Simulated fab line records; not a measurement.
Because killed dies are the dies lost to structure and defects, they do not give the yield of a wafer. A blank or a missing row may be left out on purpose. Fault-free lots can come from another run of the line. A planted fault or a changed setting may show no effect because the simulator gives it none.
Struck lot and sound lot, side by side -- flow n5_finfet -- 38 steps out of a route of 1938
Sound: the wafers L283.1, L283.3, L283.6. Struck: wafers L278.2, L278.3, L278.5. The cause is given at the end.
At each step with rows: each side's tool, then ch and its chambers, then its first start. Under that, the readings that differ: sound wafers -- struck wafers -- difference of the means -- sigmas: that difference in standard deviations of wafers without a fault.
alike: a reading whose means differ by less than 2 such deviations, as well as words and numbers matching on both sides. not compared: withheld readings; readings where some wafer has no value; bounds like >300 that might hide an equal value; numbers whose values overlap and for which the record gives no deviation.
The two part at a step that has a row with sigmas, a row that says differs or no value, or rows on one side only. Non-overlapping numbers with no deviation appear without sigmas and do not part them. A reading missing from all wafers of one side parts the sides only when that side holds two or more wafers.

first, 9 steps without rows for these wafers: N5_PMOS_HMC_CHANNEL_EPI_PRECLEAN_40 (cleans in DHF, time 30 s); N5_PMOS_HMC_CHANNEL_EPI_PRECLEAN_37 (cleans in O3/DIW, time 45 s); N5_PMOS_HMC_CHANNEL_EPI_PRECLEAN_24 (cleans in DHF, time 30 s); N5_PMOS_HMC_CHANNEL_EPI_SRD_25 (time 30 s); N5_PMOS_HMC_CHANNEL_EPI_EPI_26 (deposits Si from SiH4/H2, target thk 3.8 nm, time 22.7 s); N5_FIN_SAQP_PRECLEAN_42 (cleans in O3/DIW, time 60 s); N5_FIN_SAQP_PRECLEAN_00 (cleans in SC1, time 60 s); N5_FIN_SAQP_PRECLEAN_44 (cleans in SC2, time 45 s); N5_FIN_SAQP_SRD_01 (time 30 s).
N5_FIN_SAQP_ALD_61: deposits SiO2, target thk 4 nm, pulse time 1 s, purge time 2 s.
  sound on ald_sin-01 ch 0,1,2, day 6 08:47; struck on ald_sin-02 ch 0,1,2, day 5 03:14
reading,sound,struck,difference,sigmas
heater_power_w (W),460 397 490,359 390 380,-73,-2
susceptor_temp_C (C),300.16 300.08 300.04,269.16 269.23 268.72,-31.06,-99 or more
model.SiO2_of_FIN_SAQP_ALD_61.thk_nm (nm),3.997 3.961 4.003,4.422 4.427 4.416,+0.435,
  alike: precursor_pulse_height_rel
then, 24 steps without rows for these wafers: N5_FIN_SAQP_DENSIFY_62 (time 60 s); N5_FIN_SAQP_HM_DEP_03 (deposits SiNx from SiH4/NH3/N2, target thk 38 nm, time 33.6 s); N5_FIN_SAQP_PECVD_47 (deposits a-Si from SiH4/He, target thk 45 nm, time 36.3 s); N5_FIN_SAQP_PECVD_48 (deposits SiNx from SiH4/NH3/N2, target thk 25 nm, time 22.1 s); N5_FIN_SAQP_PECVD_06 (deposits a-Si from SiH4/He, target thk 60 nm, time 48.1 s); N5_FIN_SAQP_HM_DEP_72 (deposits SiO2 from SiH4/N2O, target thk 12 nm, time 7.2 s); N5_FIN_SAQP_COAT_49 (time 60 s, resist thk 100 nm); N5_FIN_SAQP_COAT_50 (time 60 s, resist thk 35 nm); N5_FIN_SAQP_COAT_10 (resist thk 90 nm); N5_FIN_SAQP_EBR_12; N5_FIN_SAQP_SOFTBAKE_11 (time 60 s); N5_FIN_SAQP_EXPOSE_13 (exposes mask FIN CORE, target cd 35.6 nm); N5_FIN_SAQP_PEB_14 (peb time 60 s); N5_FIN_SAQP_DEVELOP_15 (develop time 30 s); N5_FIN_SAQP_DESCUM_21 (chemistry O2, time 7.9 s); N5_FIN_SAQP_ETCH_51 (etches SiARC in CF4, target depth 45.5 nm, time 75.8 s); N5_FIN_SAQP_ETCH_52 (etches SOC in N2/H2, target depth 100 nm, overetch 20 nm, time 150 s); N5_FIN_SAQP_STRIP_53 (strips in N2/H2); N5_FIN_SAQP_HM_OPEN_73 (chemistry CHF3/O2, target SiO2, stops on a-Si, target depth 12 nm, time 16.8 s); N5_FIN_SAQP_STRIP_74 (strips in CHF3/O2); N5_FIN_SAQP_MANDREL_ETCH_22 (etches a-Si in HBr/Cl2, stops on SiNx, target depth 60 nm, bt time 10 s, time 30 s); N5_FIN_SAQP_STRIP_55 (strips in N2/H2); N5_FIN_SAQP_STRIP_23 (strips in SPM, time 750 s); N5_FIN_SAQP_SRD_66 (time 30 s).
N5_FIN_CUT_CUT_ETCH_27: etches SiO2 in CHF3/O2, target depth 4 nm, overetch 2 nm, time 4.9 s.
  sound on rie_diel-02 ch 0,1,3, day 6 15:15; struck on rie_diel-02 ch 1,3, day 5 10:59
reading,sound,struck,difference,sigmas
model.etch.depth_nm (nm),3.997 3.961 4.003,4.422 4.427 4.416,+0.435,
  alike: drypump_motor_current_A, oes_f_703_au, oes_product_au, rf_vpp_V, showerhead_plenum_p_Torr, throttle_valve_pct
  not compared: rf_hours_counter_h
N5_STI_FIN_REVEAL_STRIP_16: strips SiNx in H3PO4, target depth 23.8 nm.
  sound on wet_bench-05 ch 0,2,6, day 6 23:16; struck on wet_bench-02 ch 1,2,3, day 5 19:11
reading,sound,struck,difference,sigmas
model.SiO2_of_FIN_SAQP_ALD_61.thk_nm (nm),3.8 3.6 3.8,4.2 4.2 4.2,+0.5,
-- the record jumps here: 6 days lie between the struck wafers' starts before and after (it left off in module STI_FIN_REVEAL and takes up again in module BEOL_M4, whose first step shown is number 1111 of the route) --
N5_BEOL_M4_RC_MEAS_101:
  sound on prober-01 ch 0, day 12 08:06; struck on prober-01 ch 0, day 11 16:01
  alike: DIBL_N, DIBL_P, IOFF_N, IOFF_P, ION_N, ION_P, SS_N, SS_P, VT_N, VT_P
-- here the record skips 4 days between the struck wafers' starts before and after, leaving off in module BEOL_M4 and picking up in module PASSIVATION (first step shown: number 1936 of the route) --
N5_PASSIVATION_PROBE_49:
  sound on prober-01, day 17 06:39; struck on prober-02, day 15 17:17
  alike: defect_limited_yield, killed_at_M0_to_M3, killed_at_M4_up, killed_at_contacts, killed_at_front_end, killed_at_other, killed_dies, killed_open, killed_short, sort_bin_5_function, sort_bin_6_memory, sort_bin_8_speed, sort_n_pass, sort_yield_pct

== WHERE THEY PART ==
N5_FIN_SAQP_ALD_61 only, going by this record. Later steps at which nothing parts them and some readings are alike: N5_FIN_CUT_CUT_ETCH_27, N5_BEOL_M4_RC_MEAS_101, N5_PASSIVATION_PROBE_49.

WHY: the cause the simulator had injected
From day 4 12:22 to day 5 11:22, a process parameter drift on ald_sin-02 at N5_FIN_SAQP_ALD_61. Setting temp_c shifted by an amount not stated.
